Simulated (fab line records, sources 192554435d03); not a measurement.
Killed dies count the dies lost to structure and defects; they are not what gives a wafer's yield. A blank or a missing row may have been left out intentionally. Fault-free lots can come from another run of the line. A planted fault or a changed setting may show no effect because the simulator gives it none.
Which tool is to blame? + flow n5 finfet + 23 lots, 69 wafers sampled, at 6 steps of a route of 1938

WHAT THE GAUGES SHOWED, per wafer
The record lacks any reading of a measuring or inspecting step that a usual standard deviation could be used to judge.

WHAT TOOL EACH LOT RAN ON (gives the tool, then ch and the chambers of the sampled wafers, and finally the start)
| lot  | N5_BEOL_M0_SAQP_MANDREL2_REMOVE_110 | N5_BEOL_M0_STRIP_140               | N5_BEOL_M0_SPUTTER_116       | N5_BEOL_M0_SPUTTER_134       | N5_BEOL_M0_CO_CAP_123            | N5_BEOL_M1_HM_DEP_02         |
|------|-------------------------------------|------------------------------------|------------------------------|------------------------------|----------------------------------|------------------------------|
| L074 | rie si-06 ch 0,3, day 5 15:08       | rie diel-05 ch 0,1,3, day 5 19:44  | pvd sputter-03, day 5 22:53  | pvd sputter-03, day 5 23:08  | cvd co-02 ch 0,2, day 6 00:08    | pvd sputter-03, day 6 01:07  |
| L075 | rie si-03 ch 0,2,3, day 5 20:10     | rie diel-04 ch 0,2, day 5 23:52    | pvd sputter-01, day 6 02:03  | pvd sputter-01, day 6 02:17  | cvd co-02 ch 0,2, day 6 03:58    | pvd sputter-03, day 6 04:48  |
| L076 | rie si-05 ch 1,2,3, day 5 21:56     | rie diel-05 ch 2,3, day 6 00:43    | pvd sputter-03, day 6 04:06  | pvd sputter-03, day 6 04:20  | cvd co-02 ch 0,2, day 6 05:49    | pvd sputter-02, day 6 07:52  |
| L077 | rie si-03 ch 0,2, day 6 08:49       | rie diel-06 ch 0,2,3, day 6 13:36  | pvd sputter-03, day 6 21:20  | pvd sputter-03, day 6 21:35  | cvd co-02 ch 0,1,2, day 6 22:56  | pvd sputter-03, day 6 23:22  |
| L078 | rie si-06 ch 0,1, day 6 09:52       | rie diel-06 ch 0,2,3, day 6 13:21  | pvd sputter-03, day 6 20:54  | pvd sputter-03, day 6 21:08  | cvd co-02 ch 0,1,2, day 6 22:41  | pvd sputter-01, day 6 23:06  |
| L079 | rie si-06 ch 0,2,3, day 7 00:58     | rie diel-04 ch 0,2,3, day 7 06:31  | pvd sputter-01, day 7 09:36  | pvd sputter-01, day 7 09:50  | cvd co-02 ch 0,1,2, day 7 10:49  | pvd sputter-03, day 7 11:29  |
| L080 | rie si-05 ch 0,2,3, day 7 06:33     | rie diel-06 ch 0,3, day 7 18:41    | pvd sputter-02, day 7 20:47  | pvd sputter-02, day 7 21:02  | cvd co-01 ch 0,2, day 7 22:05    | pvd sputter-03, day 7 23:56  |
| L081 | rie si-05 ch 0,2,3, day 7 14:30     | rie diel-04 ch 0,1,2, day 7 19:08  | pvd sputter-01, day 7 21:10  | pvd sputter-01, day 7 21:24  | cvd co-02 ch 0,2, day 7 22:27    | pvd sputter-01, day 8 01:32  |
| L082 | rie si-06 ch 0,1,2, day 7 21:48     | rie diel-04 ch 1,2,3, day 8 05:17  | pvd sputter-03, day 8 07:29  | pvd sputter-03, day 8 07:43  | cvd co-02 ch 0,1,2, day 8 08:43  | pvd sputter-02, day 8 09:28  |
| L083 | rie si-03 ch 0,1,3, day 8 07:10     | rie diel-04 ch 0,1,2, day 8 12:45  | pvd sputter-03, day 8 14:42  | pvd sputter-03, day 8 14:56  | cvd co-02 ch 1,2, day 8 16:11    | pvd sputter-02, day 8 17:24  |
| L085 | rie si-03 ch 0,1,3, day 8 08:24     | rie diel-05 ch 0,1,2, day 8 12:57  | pvd sputter-02, day 8 14:46  | pvd sputter-02, day 8 15:00  | cvd co-01 ch 0,1,2, day 8 16:20  | pvd sputter-02, day 8 17:30  |
| L084 | rie si-05 ch 0,1,3, day 8 13:24     | rie diel-04 ch 0,1,3, day 8 16:45  | pvd sputter-03, day 8 18:24  | pvd sputter-03, day 8 18:38  | cvd co-02 ch 0,1,2, day 8 19:37  | pvd sputter-03, day 8 21:22  |
| L088 | rie si-03 ch 0,3, day 9 05:29       | rie diel-06 ch 0,1,3, day 9 08:17  | pvd sputter-03, day 9 11:41  | pvd sputter-03, day 9 11:55  | cvd co-01 ch 0,1,2, day 9 12:54  | pvd sputter-03, day 9 13:58  |
| L087 | rie si-03 ch 1,2,3, day 9 09:29     | rie diel-04 ch 2,3, day 9 13:02    | pvd sputter-02, day 9 17:11  | pvd sputter-02, day 9 17:26  | cvd co-02 ch 1,2, day 9 18:25    | pvd sputter-01, day 9 19:28  |
| L089 | rie si-06 ch 0,1,3, day 9 18:49     | rie diel-04 ch 1,2,3, day 9 22:46  | pvd sputter-02, day 10 02:15 | pvd sputter-02, day 10 02:29 | cvd co-01 ch 0,2, day 10 03:28   | pvd sputter-03, day 10 04:21 |
| L090 | rie si-06 ch 0,2,3, day 10 01:02    | rie diel-05 ch 0,1,2, day 10 04:25 | pvd sputter-03, day 10 08:07 | pvd sputter-03, day 10 08:22 | cvd co-01 ch 0,1,2, day 10 09:43 | pvd sputter-01, day 10 10:08 |
| L091 | rie si-03 ch 0,3, day 10 08:01      | rie diel-05 ch 0,1,2, day 10 12:06 | pvd sputter-01, day 10 14:02 | pvd sputter-01, day 10 14:16 | cvd co-01 ch 1,2, day 10 15:26   | pvd sputter-02, day 10 17:04 |
| L092 | rie si-03 ch 0,1,3, day 10 18:20    | rie diel-06 ch 0,1,2, day 10 21:52 | pvd sputter-02, day 11 00:56 | pvd sputter-02, day 11 01:11 | cvd co-01 ch 1,2, day 11 02:23   | pvd sputter-03, day 11 03:56 |
| L094 | rie si-03 ch 0,1, day 10 19:49      | rie diel-05 ch 1,2, day 10 22:39   | pvd sputter-02, day 11 01:50 | pvd sputter-02, day 11 02:05 | cvd co-01 ch 0,1,2, day 11 03:04 | pvd sputter-02, day 11 04:10 |
| L093 | rie si-05 ch 1,2, day 10 19:53      | rie diel-06 ch 0,1, day 11 01:09   | pvd sputter-01, day 11 03:22 | pvd sputter-01, day 11 03:36 | cvd co-02 ch 0,1,2, day 11 04:35 | pvd sputter-01, day 11 09:00 |
| L095 | rie si-05 ch 1,2,3, day 11 02:48    | rie diel-05 ch 1,2, day 11 08:56   | pvd sputter-03, day 11 11:58 | pvd sputter-03, day 11 12:12 | cvd co-01 ch 1,2, day 11 13:11   | pvd sputter-01, day 11 13:38 |
| L096 | rie si-06 ch 1,2,3, day 11 03:56    | rie diel-05 ch 0,1, day 11 08:53   | pvd sputter-02, day 11 10:23 | pvd sputter-02, day 11 10:38 | cvd co-02 ch 0,1, day 11 12:11   | pvd sputter-03, day 11 12:50 |
| L097 | rie si-05 ch 0,3, day 11 14:04      | rie diel-06 ch 1,2,3, day 11 17:41 | pvd sputter-03, day 11 20:13 | pvd sputter-03, day 11 20:28 | cvd co-02 ch 0,1,2, day 11 21:30 | pvd sputter-01, day 11 22:56 |
- N5_BEOL_M0_SAQP_MANDREL2_REMOVE_110: chemistry HBr/Cl2/O2, target a-Si, stops on SiCN, bt time 10 s.
- N5_BEOL_M0_STRIP_140: strips in CF4.
- N5_BEOL_M0_SPUTTER_116: material Cu, target thk 4 nm, time 7.37 s.
- N5_BEOL_M0_SPUTTER_134: material Cu, target thk 4 nm, time 7.37 s.
- N5_BEOL_M0_CO_CAP_123: material Co, precursor CCTBA/H2, target thk 2 nm, time 102.1 s.
- N5_BEOL_M1_HM_DEP_02: deposits TiN, target thk 20 nm.

AS READ BY THE TOOLS THEMSELVES (means over the sampled wafers that have a number; for cases with no such wafer, the mark the record gives instead)
N5_BEOL_M0_SAQP_MANDREL2_REMOVE_110. Usual: bias w 30.00 W, standard deviation 0.094; drypump motor current A 5.9 A, standard deviation 0.4; oes product au 1.006 a.u., standard deviation 0.012; throttle valve pct 36.6 %, standard deviation 0.36.
| lot  | tool      | bias w (W) | drypump motor current A (A) | oes product au (a.u.) | throttle valve pct (%) | flag |
|------|-----------|------------|-----------------------------|-----------------------|------------------------|------|
| L074 | rie si-06 | 30.06      | 5.8                         | 1.016                 | 36.4                   |      |
| L075 | rie si-03 | 29.97      | 5.5                         | 1.007                 | 36.9                   |      |
| L076 | rie si-05 | 29.90      | 6.1                         | 1.004                 | 37.0                   |      |
| L077 | rie si-03 | 29.89      | 5.6                         | 1.008                 | 36.8                   |      |
| L078 | rie si-06 | 30.02      | 6.1                         | 1.004                 | 36.5                   |      |
| L079 | rie si-06 | 30.00      | 5.7                         | 1.019                 | 36.4                   |      |
| L080 | rie si-05 | 30.00      | 6.1                         | 1.011                 | 36.5                   |      |
| L081 | rie si-05 | 30.08      | 6.1                         | 1.004                 | 36.5                   |      |
| L082 | rie si-06 | 29.96      | 5.9                         | 1.006                 | 36.5                   |      |
| L083 | rie si-03 | 30.05      | 5.8                         | 0.992                 | 36.8                   |      |
| L085 | rie si-03 | 29.93      | 5.7                         | 1.004                 | 36.7                   |      |
| L084 | rie si-05 | 30.07      | 6.2                         | 1.010                 | 36.5                   |      |
| L088 | rie si-03 | 30.01      | 5.4                         | 0.995                 | 36.9                   |      |
| L087 | rie si-03 | 29.95      | 5.8                         | 0.994                 | 36.7                   |      |
| L089 | rie si-06 | 30.07      | 5.9                         | 1.007                 | 36.5                   |      |
| L090 | rie si-06 | 29.98      | 5.7                         | 1.007                 | 36.4                   |      |
| L091 | rie si-03 | 29.99      | 5.5                         | 0.991                 | 36.9                   |      |
| L092 | rie si-03 | 30.06      | 5.7                         | 1.002                 | 36.7                   |      |
| L094 | rie si-03 | 29.89      | 5.9                         | 1.004                 | 36.7                   |      |
| L093 | rie si-05 | 30.10      | 6.3                         | 1.010                 | 36.7                   |      |
| L095 | rie si-05 | 30.01      | 6.1                         | 1.005                 | 36.7                   |      |
| L096 | rie si-06 | 29.94      | 5.8                         | 1.012                 | 36.5                   |      |
| L097 | rie si-05 | 29.97      | 6.1                         | 1.024                 | 36.1                   |      |

N5_BEOL_M0_STRIP_140. Usual: drypump motor current A 5.9 A, standard deviation 0.46; oes product au 0.78 a.u., standard deviation 0.067; rf vpp V 272.2 V, standard deviation 1.9; showerhead plenum p Torr 1.84 Torr, standard deviation 0.042; throttle valve pct 13.52 %, standard deviation 0.2.
| lot  | tool        | drypump motor current A (A) | oes product au (a.u.) | rf vpp V (V) | showerhead plenum p Torr (Torr) | throttle valve pct (%) | flag |
|------|-------------|-----------------------------|-----------------------|--------------|---------------------------------|------------------------|------|
| L074 | rie diel-05 | 5.9                         | 0.80                  | 273.3        | 1.87                            | 13.45                  |      |
| L075 | rie diel-04 | 5.8                         | 0.84                  | 271.7        | 1.83                            | 13.51                  |      |
| L076 | rie diel-05 | 5.7                         | 0.76                  | 272.2        | 1.83                            | 13.38                  |      |
| L077 | rie diel-06 | 5.7                         | 0.72                  | 272.1        | 1.82                            | 13.65                  |      |
| L078 | rie diel-06 | 5.8                         | 0.71                  | 272.6        | 1.82                            | 13.65                  |      |
| L079 | rie diel-04 | 5.8                         | 0.83                  | 271.9        | 1.81                            | 13.45                  |      |
| L080 | rie diel-06 | 5.9                         | 0.73                  | 273.0        | 1.83                            | 13.64                  |      |
| L081 | rie diel-04 | 5.7                         | 0.79                  | 271.1        | 1.82                            | 13.58                  |      |
| L082 | rie diel-04 | 6.1                         | 0.77                  | 273.5        | 1.85                            | 13.46                  |      |
| L083 | rie diel-04 | 5.7                         | 0.77                  | 270.3        | 1.82                            | 13.58                  |      |
| L085 | rie diel-05 | 5.8                         | 0.81                  | 271.9        | 1.84                            | 13.51                  |      |
| L084 | rie diel-04 | 5.7                         | 0.78                  | 271.4        | 1.80                            | 13.51                  |      |
| L088 | rie diel-06 | 5.9                         | 0.76                  | 273.5        | 1.85                            | 13.55                  |      |
| L087 | rie diel-04 | 6.3                         | 0.79                  | 272.6        | 1.85                            | 13.47                  |      |
| L089 | rie diel-04 | 6.1                         | 0.75                  | 272.6        | 1.84                            | 13.51                  |      |
| L090 | rie diel-05 | 5.8                         | 0.79                  | 271.9        | 1.84                            | 13.55                  |      |
| L091 | rie diel-05 | 5.8                         | 0.79                  | 272.8        | 1.84                            | 13.55                  |      |
| L092 | rie diel-06 | 6.2                         | 0.81                  | 271.6        | 1.83                            | 13.52                  |      |
| L094 | rie diel-05 | 5.5                         | 0.77                  | 271.6        | 1.79                            | 13.63                  |      |
| L093 | rie diel-06 | 6.4                         | 0.77                  | 273.8        | 1.87                            | 13.55                  |      |
| L095 | rie diel-05 | 5.5                         | 0.76                  | 270.6        | 1.79                            | 13.63                  |      |
| L096 | rie diel-05 | 5.9                         | 0.75                  | 272.9        | 1.86                            | 13.73                  |      |
| L097 | rie diel-06 | 5.8                         | 0.79                  | 271.3        | 1.83                            | 13.43                  |      |

N5_BEOL_M0_SPUTTER_116. Usual: chamber pressure pa 0.07 Pa, standard deviation 0.00015; susceptor temp C -20.01 C, standard deviation 0.1; throttle valve pct 29.7 %, standard deviation 0.95.
| lot  | tool           | chamber pressure pa (Pa) | susceptor temp C (C) | throttle valve pct (%) | flag |
|------|----------------|--------------------------|----------------------|------------------------|------|
| L074 | pvd sputter-03 | 0.07                     | -19.99               | 29.5                   |      |
| L075 | pvd sputter-01 | 0.07                     | -20.06               | 29.9                   |      |
| L076 | pvd sputter-03 | 0.07                     | -20.06               | 29.4                   |      |
| L077 | pvd sputter-03 | 0.07                     | -20.08               | 28.9                   |      |
| L078 | pvd sputter-03 | 0.07                     | -20.04               | 29.7                   |      |
| L079 | pvd sputter-01 | 0.07                     | -20.02               | 29.8                   |      |
| L080 | pvd sputter-02 | 0.07                     | -20.05               | 29.6                   |      |
| L081 | pvd sputter-01 | 0.07                     | -20.00               | 29.3                   |      |
| L082 | pvd sputter-03 | 0.07                     | -20.06               | 30.5                   |      |
| L083 | pvd sputter-03 | 0.07                     | -19.96               | 29.6                   |      |
| L085 | pvd sputter-02 | 0.07                     | -20.05               | 29.6                   |      |
| L084 | pvd sputter-03 | 0.07                     | -20.06               | 29.5                   |      |
| L088 | pvd sputter-03 | 0.07                     | -20.02               | 28.8                   |      |
| L087 | pvd sputter-02 | 0.07                     | -19.93               | 29.6                   |      |
| L089 | pvd sputter-02 | 0.07                     | -19.93               | 28.9                   |      |
| L090 | pvd sputter-03 | 0.07                     | -19.97               | 29.5                   |      |
| L091 | pvd sputter-01 | 0.07                     | -20.02               | 29.5                   |      |
| L092 | pvd sputter-02 | 0.07                     | -20.03               | 29.2                   |      |
| L094 | pvd sputter-02 | 0.07                     | -19.94               | 29.0                   |      |
| L093 | pvd sputter-01 | 0.07                     | -20.03               | 29.6                   |      |
| L095 | pvd sputter-03 | 0.07                     | -20.08               | 29.6                   |      |
| L096 | pvd sputter-02 | 0.07                     | -20.05               | 29.6                   |      |
| L097 | pvd sputter-03 | 0.07                     | -19.86               | 29.3                   |      |

N5_BEOL_M0_SPUTTER_134. Usual: chamber pressure pa 0.07002 Pa, standard deviation 0.00016; susceptor temp C -20.01 C, standard deviation 0.097; throttle valve pct 29.7 %, standard deviation 0.96.
| lot  | tool           | chamber pressure pa (Pa) | susceptor temp C (C) | throttle valve pct (%) | flag |
|------|----------------|--------------------------|----------------------|------------------------|------|
| L074 | pvd sputter-03 | 0.06990                  | -20.06               | 29.7                   |      |
| L075 | pvd sputter-01 | 0.06992                  | -19.99               | 30.1                   |      |
| L076 | pvd sputter-03 | 0.06998                  | -20.01               | 29.5                   |      |
| L077 | pvd sputter-03 | 0.07024                  | -20.07               | 29.1                   |      |
| L078 | pvd sputter-03 | 0.06991                  | -19.98               | 29.8                   |      |
| L079 | pvd sputter-01 | 0.07000                  | -20.00               | 30.0                   |      |
| L080 | pvd sputter-02 | 0.07004                  | -20.02               | 29.5                   |      |
| L081 | pvd sputter-01 | 0.07001                  | -20.05               | 29.4                   |      |
| L082 | pvd sputter-03 | 0.07004                  | -20.03               | 30.6                   |      |
| L083 | pvd sputter-03 | 0.07002                  | -20.13               | 29.6                   |      |
| L085 | pvd sputter-02 | 0.07004                  | -20.04               | 29.7                   |      |
| L084 | pvd sputter-03 | 0.06995                  | -20.09               | 29.5                   |      |
| L088 | pvd sputter-03 | 0.06998                  | -19.97               | 29.0                   |      |
| L087 | pvd sputter-02 | 0.07001                  | -20.04               | 29.5                   |      |
| L089 | pvd sputter-02 | 0.06997                  | -19.87               | 29.0                   |      |
| L090 | pvd sputter-03 | 0.06998                  | -19.92               | 29.4                   |      |
| L091 | pvd sputter-01 | 0.06998                  | -20.13               | 29.4                   |      |
| L092 | pvd sputter-02 | 0.07016                  | -20.02               | 29.1                   |      |
| L094 | pvd sputter-02 | 0.06999                  | -19.98               | 29.0                   |      |
| L093 | pvd sputter-01 | 0.07004                  | -19.92               | 29.8                   |      |
| L095 | pvd sputter-03 | 0.07010                  | -20.12               | 29.4                   |      |
| L096 | pvd sputter-02 | 0.07012                  | -20.04               | 29.7                   |      |
| L097 | pvd sputter-03 | 0.07012                  | -19.98               | 29.2                   |      |

N5_BEOL_M0_CO_CAP_123. Usual: heater power w 230 W, standard deviation 14; susceptor temp C 199.99 C, standard deviation 0.15.
| lot  | tool      | heater power w (W) | susceptor temp C (C) | flag |
|------|-----------|--------------------|----------------------|------|
| L074 | cvd co-02 | 229                | 199.92               |      |
| L075 | cvd co-02 | 226                | 200.06               |      |
| L076 | cvd co-02 | 228                | 199.83               |      |
| L077 | cvd co-02 | 236                | 200.01               |      |
| L078 | cvd co-02 | 235                | 200.02               |      |
| L079 | cvd co-02 | 239                | 199.97               |      |
| L080 | cvd co-01 | 220                | 200.24               |      |
| L081 | cvd co-02 | 224                | 200.12               |      |
| L082 | cvd co-02 | 236                | 200.05               |      |
| L083 | cvd co-02 | 245                | 200.04               |      |
| L085 | cvd co-01 | 220                | 199.85               |      |
| L084 | cvd co-02 | 241                | 199.92               |      |
| L088 | cvd co-01 | 215                | 200.04               |      |
| L087 | cvd co-02 | 238                | 199.96               |      |
| L089 | cvd co-01 | 220                | 199.85               |      |
| L090 | cvd co-01 | 221                | 199.93               |      |
| L091 | cvd co-01 | 219                | 199.99               |      |
| L092 | cvd co-01 | 219                | 199.97               |      |
| L094 | cvd co-01 | 219                | 199.91               |      |
| L093 | cvd co-02 | 237                | 200.07               |      |
| L095 | cvd co-01 | 219                | 199.85               |      |
| L096 | cvd co-02 | 245                | 199.96               |      |
| L097 | cvd co-02 | 237                | 200.00               |      |

N5_BEOL_M1_HM_DEP_02. Usual: chamber pressure pa 0.5001 Pa, standard deviation 0.00093; susceptor temp C 24.99 C, standard deviation 0.1; throttle valve pct 29.7 %, standard deviation 0.99.
| lot  | tool           | chamber pressure pa (Pa) | susceptor temp C (C) | throttle valve pct (%) | flag |
|------|----------------|--------------------------|----------------------|------------------------|------|
| L074 | pvd sputter-03 | 0.5017                   | 24.89                | 29.4                   |      |
| L075 | pvd sputter-03 | 0.4998                   | 24.98                | 30.2                   |      |
| L076 | pvd sputter-02 | 0.4990                   | 24.92                | 29.8                   |      |
| L077 | pvd sputter-03 | 0.5004                   | 24.91                | 29.4                   |      |
| L078 | pvd sputter-01 | 0.4998                   | 25.02                | 30.4                   |      |
| L079 | pvd sputter-03 | 0.4999                   | 24.92                | 29.7                   |      |
| L080 | pvd sputter-03 | 0.4996                   | 25.03                | 29.9                   |      |
| L081 | pvd sputter-01 | 0.5011                   | 24.95                | 30.9                   |      |
| L082 | pvd sputter-02 | 0.4996                   | 25.01                | 29.9                   |      |
| L083 | pvd sputter-02 | 0.4999                   | 24.94                | 29.6                   |      |
| L085 | pvd sputter-02 | 0.4993                   | 25.05                | 29.5                   |      |
| L084 | pvd sputter-03 | 0.5013                   | 25.08                | 29.8                   |      |
| L088 | pvd sputter-03 | 0.4999                   | 25.03                | 29.3                   |      |
| L087 | pvd sputter-01 | 0.5004                   | 25.10                | 28.7                   |      |
| L089 | pvd sputter-03 | 0.5003                   | 24.95                | 29.8                   |      |
| L090 | pvd sputter-01 | 0.4999                   | 25.09                | 29.8                   |      |
| L091 | pvd sputter-02 | 0.4995                   | 25.01                | 29.6                   |      |
| L092 | pvd sputter-03 | 0.4998                   | 25.05                | 30.5                   |      |
| L094 | pvd sputter-02 | 0.5005                   | 25.07                | 29.3                   |      |
| L093 | pvd sputter-01 | 0.4999                   | 25.03                | 30.9                   |      |
| L095 | pvd sputter-01 | 0.5009                   | 24.96                | 30.1                   |      |
| L096 | pvd sputter-03 | 0.5001                   | 24.94                | 29.6                   |      |
| L097 | pvd sputter-01 | 0.4994                   | 24.99                | 29.6                   |      |

THE ANSWER, worked out from the rows above alone
Rule: a lot counts as off when the mean over its wafers that have a number is more than 3 standard deviations away from the usual mean. A lot without any number at a reading at which 4 lots or more have one is off too. Any other lot the step has rows for is counted as sound. After the gauges, taken in route order, come the tools' own readings; for these a lot's mean is taken, as printed above. The first step at which some lot is off is used, and at that step the reading that is off furthest; a lot without a number counts as furthest.
None of the lots is off at any reading shown; this tells nothing.

WHAT HAD BEEN PUT IN BY THE SIMULATOR
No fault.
